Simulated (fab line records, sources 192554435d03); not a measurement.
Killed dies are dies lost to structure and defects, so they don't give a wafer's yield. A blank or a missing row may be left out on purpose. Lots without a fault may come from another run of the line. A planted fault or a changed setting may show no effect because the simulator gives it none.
Chamber matching | flow n5_finfet | N5_BEOL_M8_STRIP_36 on rie_diel-03: 4 sister chambers
The step strips in N2/H2. 4 wafers are shown with their chamber, then 6 later ones without.

WAFERS WITH THEIR CHAMBER
wafer  | chamber | throttle_valve_pct (%)
L463.5 | 3       | 23.99
L478.2 | 1       | 23.66
L478.4 | 0       | 23.48
L478.5 | 2       | 23.16

WAFERS WITHOUT THEIR CHAMBER
wafer  | throttle_valve_pct (%)
L482.2 | 23.17
L482.3 | 23.48
L482.5 | 23.52
L483.1 | 23.16
L483.2 | 23.50
L483.3 | 23.68

WHICH CHAMBER EACH WENT THROUGH
wafer  | from the rows above | in truth
L482.2 | 2                   | 2
L482.3 | 0                   | 0
L482.5 | 0                   | 0
L483.1 | 2                   | 2
L483.2 | 0                   | 0
L483.3 | 1                   | 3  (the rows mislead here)
Placed correctly: 5 of 6. Can't be placed from these rows: 0. Placed wrongly: 1.
How it was worked out, from the rows above alone: a wafer's distance from a chamber is the root of the sum, over the readings, of the square of ((its reading less the chamber's mean) divided by the reading's scatter). The wafer belongs to the nearest chamber; if the next one is less than 2 further off, it can't be placed. A chamber's mean is the mean of its shown wafers. The scatter: with one shown wafer a chamber, the root of the mean of the squares of how far each hidden wafer lies from its nearest shown one.
